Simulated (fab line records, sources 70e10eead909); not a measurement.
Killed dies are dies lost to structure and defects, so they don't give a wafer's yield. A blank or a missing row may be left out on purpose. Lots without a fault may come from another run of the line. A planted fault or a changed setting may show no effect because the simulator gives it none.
Chamber matching | flow nand_harc | NHARC_A_CHANNEL_FILL_D1_CMP_10 on cmp-01: 4 sister chambers
The step polishes, target thk 150 nm. 4 wafers are shown with their chamber, then 10 later ones without.

WAFERS WITH THEIR CHAMBER
wafer  | chamber | motor_current_A (A)
L089.4 | 3       | 11.6
L089.5 | 0       | 11.7
L091.2 | 2       | 11.7
L091.4 | 1       | 14.0

WAFERS WITHOUT THEIR CHAMBER
wafer  | motor_current_A (A)
L091.6 | 11.5
L092.1 | 11.3
L092.4 | 11.6
L092.6 | 10.9
L094.1 | 11.5
L094.2 | 14.5
L094.5 | 14.6
L097.1 | 11.6
L097.2 | 13.8
L097.3 | 11.0

WHICH CHAMBER EACH WENT THROUGH
wafer  | from the rows above          | in truth
L091.6 | can't be placed: 3 or 0 or 2 | 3
L092.1 | can't be placed: 3 or 0 or 2 | 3
L092.4 | can't be placed: 3 or 0 or 2 | 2
L092.6 | can't be placed: 3 or 0 or 2 | 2
L094.1 | can't be placed: 3 or 0 or 2 | 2
L094.2 | 1                            | 1
L094.5 | 1                            | 1
L097.1 | can't be placed: 3 or 0 or 2 | 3
L097.2 | 1                            | 1
L097.3 | can't be placed: 3 or 0 or 2 | 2
Placed correctly: 3 of 10. Can't be placed from these rows: 7 (the true chamber is among the candidates in 7). Placed wrongly: 0.
How it was worked out, from the rows above alone: a wafer's distance from a chamber is the root of the sum, over the readings, of the square of ((its reading less the chamber's mean) divided by the reading's scatter). The wafer belongs to the nearest chamber; if the next one is less than 2 further off, it can't be placed. A chamber's mean is the mean of its shown wafers. The scatter: with one shown wafer a chamber, the root of the mean of the squares of how far each hidden wafer lies from its nearest shown one.
